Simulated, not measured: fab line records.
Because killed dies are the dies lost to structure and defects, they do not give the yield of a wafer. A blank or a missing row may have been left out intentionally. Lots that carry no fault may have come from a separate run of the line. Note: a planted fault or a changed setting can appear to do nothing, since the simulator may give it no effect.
Chamber matching || flow n5 finfet || 4 sister chambers for N5_BEOL_M0_SAQP_SPACER2_ETCHBACK_27 on rie diel-06
The step etches SiO2 in CHF3/O2, target depth 22.5 nm, time 11.25 s. 4 wafers are shown with their chamber, then 7 later ones without.

== WAFERS, EACH WITH ITS CHAMBER ==
{"wafer": "L076.3", "chamber": 2, "showerhead plenum p Torr (Torr)": 2.48}
{"wafer": "L089.5", "chamber": 0, "showerhead plenum p Torr (Torr)": 2.29}
{"wafer": "L091.1", "chamber": 1, "showerhead plenum p Torr (Torr)": 2.37}
{"wafer": "L091.5", "chamber": 3, "showerhead plenum p Torr (Torr)": 2.35}

== WAFERS WITHOUT THEIR CHAMBER ==
{"wafer": "L091.6", "showerhead plenum p Torr (Torr)": 2.37}
{"wafer": "L092.1", "showerhead plenum p Torr (Torr)": 2.29}
{"wafer": "L092.3", "showerhead plenum p Torr (Torr)": 2.35}
{"wafer": "L092.4", "showerhead plenum p Torr (Torr)": 2.37}
{"wafer": "L094.2", "showerhead plenum p Torr (Torr)": 2.34}
{"wafer": "L094.3", "showerhead plenum p Torr (Torr)": 2.37}
{"wafer": "L094.5", "showerhead plenum p Torr (Torr)": 2.37}

== WHICH CHAMBER EACH WENT THROUGH ==
{"wafer": "L091.6", "from the rows above": 1, "in truth": 1}
{"wafer": "L092.1", "from the rows above": 0, "in truth": 0}
{"wafer": "L092.3", "from the rows above": 3, "in truth": 3}
{"wafer": "L092.4", "from the rows above": 1, "in truth": 1}
{"wafer": "L094.2", "from the rows above": 3, "in truth": 3}
{"wafer": "L094.3", "from the rows above": 1, "in truth": 1}
{"wafer": "L094.5", "from the rows above": 1, "in truth": 1}
7 of 7 placed correctly. Left unplaced by these rows: 0. Placed wrongly: 0.
How it was worked out, from the rows above alone: a wafer's distance from a chamber is the root of the sum, over the readings, of the square of ((its reading less the chamber's mean) divided by the reading's scatter). If the next closest chamber is less than 2 further off than the closest, the wafer can't be placed; otherwise it belongs to the closest. Each chamber's mean is taken over the wafers shown for it. The scatter (one wafer shown for each chamber): square how far every hidden wafer sits from the nearest shown wafer, average those squares and take the square root.
